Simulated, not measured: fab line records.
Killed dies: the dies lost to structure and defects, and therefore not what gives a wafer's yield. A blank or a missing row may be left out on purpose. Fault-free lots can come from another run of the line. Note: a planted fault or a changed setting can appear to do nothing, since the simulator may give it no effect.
Chamber matching / flow n5Finfet / N5_BEOL_M3_ETCHBACK_99 on rieDiel-02 has 4 sister chambers
The step etches SiO2 in CHF3, target depth 5 nm, time 10.4 s. 22 wafers are shown with their chamber, then 11 later ones without.

WAFERS PAIRED WITH THEIR CHAMBERS
wafer=L075.2; chamber=1; showerheadPlenumPTorr (Torr)=2.11; drypumpMotorCurrentA (A)=5.2; oes_ar_750_au (a.u.)=0.88
wafer=L075.3; chamber=2; showerheadPlenumPTorr (Torr)=2.13; drypumpMotorCurrentA (A)=5.7; oes_ar_750_au (a.u.)=0.69
wafer=L075.5; chamber=1; showerheadPlenumPTorr (Torr)=2.11; drypumpMotorCurrentA (A)=5.2; oes_ar_750_au (a.u.)=0.88
wafer=L078.2; chamber=3; showerheadPlenumPTorr (Torr)=2.15; drypumpMotorCurrentA (A)=5.5; oes_ar_750_au (a.u.)=0.72
wafer=L078.3; chamber=2; showerheadPlenumPTorr (Torr)=2.13; drypumpMotorCurrentA (A)=5.8; oes_ar_750_au (a.u.)=0.69
wafer=L078.6; chamber=3; showerheadPlenumPTorr (Torr)=2.15; drypumpMotorCurrentA (A)=5.5; oes_ar_750_au (a.u.)=0.72
wafer=L081.2; chamber=2; showerheadPlenumPTorr (Torr)=2.13; drypumpMotorCurrentA (A)=5.8; oes_ar_750_au (a.u.)=0.69
wafer=L081.5; chamber=3; showerheadPlenumPTorr (Torr)=2.14; drypumpMotorCurrentA (A)=5.4; oes_ar_750_au (a.u.)=0.72
wafer=L081.6; chamber=0; showerheadPlenumPTorr (Torr)=1.99; drypumpMotorCurrentA (A)=5.0; oes_ar_750_au (a.u.)=0.79
wafer=L083.4; chamber=3; showerheadPlenumPTorr (Torr)=2.14; drypumpMotorCurrentA (A)=5.5; oes_ar_750_au (a.u.)=0.72
wafer=L083.5; chamber=0; showerheadPlenumPTorr (Torr)=1.99; drypumpMotorCurrentA (A)=5.0; oes_ar_750_au (a.u.)=0.78
wafer=L083.6; chamber=2; showerheadPlenumPTorr (Torr)=2.13; drypumpMotorCurrentA (A)=5.7; oes_ar_750_au (a.u.)=0.69
wafer=L084.2; chamber=0; showerheadPlenumPTorr (Torr)=1.98; drypumpMotorCurrentA (A)=5.0; oes_ar_750_au (a.u.)=0.78
wafer=L084.4; chamber=2; showerheadPlenumPTorr (Torr)=2.13; drypumpMotorCurrentA (A)=5.8; oes_ar_750_au (a.u.)=0.68
wafer=L084.6; chamber=1; showerheadPlenumPTorr (Torr)=2.10; drypumpMotorCurrentA (A)=5.2; oes_ar_750_au (a.u.)=0.86
wafer=L086.1; chamber=2; showerheadPlenumPTorr (Torr)=2.13; drypumpMotorCurrentA (A)=5.8; oes_ar_750_au (a.u.)=0.68
wafer=L086.4; chamber=0; showerheadPlenumPTorr (Torr)=1.98; drypumpMotorCurrentA (A)=5.0; oes_ar_750_au (a.u.)=0.77
wafer=L086.6; chamber=2; showerheadPlenumPTorr (Torr)=2.13; drypumpMotorCurrentA (A)=5.8; oes_ar_750_au (a.u.)=0.68
wafer=L088.1; chamber=2; showerheadPlenumPTorr (Torr)=2.13; drypumpMotorCurrentA (A)=5.7; oes_ar_750_au (a.u.)=0.68
wafer=L088.3; chamber=3; showerheadPlenumPTorr (Torr)=2.14; drypumpMotorCurrentA (A)=5.5; oes_ar_750_au (a.u.)=0.71
wafer=L088.4; chamber=1; showerheadPlenumPTorr (Torr)=2.10; drypumpMotorCurrentA (A)=5.2; oes_ar_750_au (a.u.)=0.86
wafer=L091.1; chamber=0; showerheadPlenumPTorr (Torr)=1.98; drypumpMotorCurrentA (A)=5.0; oes_ar_750_au (a.u.)=0.77

SIGNATURES (means of the wafers above)
reading=showerheadPlenumPTorr; chamber 0=1.9840; chamber 1=2.1050; chamber 2=2.1300; chamber 3=2.1440; scatter within a chamber=0.00435
reading=drypumpMotorCurrentA; chamber 0=5.000; chamber 1=5.200; chamber 2=5.763; chamber 3=5.480; scatter within a chamber=0.0386
reading=oes_ar_750_au; chamber 0=0.7780; chamber 1=0.8700; chamber 2=0.6850; chamber 3=0.7180; scatter within a chamber=0.0073
Rule: a wafer's distance from a chamber is the root of the sum, over the readings, of the square of ((its reading less the chamber's mean) divided by the reading's scatter). The wafer belongs to the nearest chamber; if the next one is less than 2 further off, it can't be placed. The scatter: the root of (the sum of the squares of (reading less its chamber's mean) over the shown wafers, divided by (wafers less chambers)).

WAFERS WHOSE CHAMBER IS MISSING
wafer=L091.3; showerheadPlenumPTorr (Torr)=2.14; drypumpMotorCurrentA (A)=5.4; oes_ar_750_au (a.u.)=0.71
wafer=L091.6; showerheadPlenumPTorr (Torr)=2.10; drypumpMotorCurrentA (A)=5.2; oes_ar_750_au (a.u.)=0.85
wafer=L093.1; showerheadPlenumPTorr (Torr)=2.14; drypumpMotorCurrentA (A)=5.5; oes_ar_750_au (a.u.)=0.71
wafer=L093.4; showerheadPlenumPTorr (Torr)=2.14; drypumpMotorCurrentA (A)=5.5; oes_ar_750_au (a.u.)=0.71
wafer=L093.6; showerheadPlenumPTorr (Torr)=2.13; drypumpMotorCurrentA (A)=5.7; oes_ar_750_au (a.u.)=0.67
wafer=L095.2; showerheadPlenumPTorr (Torr)=2.10; drypumpMotorCurrentA (A)=5.2; oes_ar_750_au (a.u.)=0.83
wafer=L095.4; showerheadPlenumPTorr (Torr)=2.12; drypumpMotorCurrentA (A)=5.8; oes_ar_750_au (a.u.)=0.99
wafer=L095.5; showerheadPlenumPTorr (Torr)=2.10; drypumpMotorCurrentA (A)=5.2; oes_ar_750_au (a.u.)=0.83
wafer=L096.3; showerheadPlenumPTorr (Torr)=2.12; drypumpMotorCurrentA (A)=5.8; oes_ar_750_au (a.u.)=0.97
wafer=L096.4; showerheadPlenumPTorr (Torr)=1.98; drypumpMotorCurrentA (A)=5.0; oes_ar_750_au (a.u.)=0.76
wafer=L096.6; showerheadPlenumPTorr (Torr)=2.12; drypumpMotorCurrentA (A)=5.8; oes_ar_750_au (a.u.)=0.97

WHICH CHAMBER EACH ONE RAN IN
wafer=L091.3; from the rows above=3; in truth=3
wafer=L091.6; from the rows above=1; in truth=1
wafer=L093.1; from the rows above=3; in truth=3
wafer=L093.4; from the rows above=3; in truth=3
wafer=L093.6; from the rows above=2; in truth=2
wafer=L095.2; from the rows above=1; in truth=1
wafer=L095.4; from the rows above=1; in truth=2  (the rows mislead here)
wafer=L095.5; from the rows above=1; in truth=1
wafer=L096.3; from the rows above=1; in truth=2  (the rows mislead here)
wafer=L096.4; from the rows above=0; in truth=0
wafer=L096.6; from the rows above=1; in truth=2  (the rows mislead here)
Placed correctly: 8 of 11. Can't be placed from these rows: 0. Wrongly placed: 3.
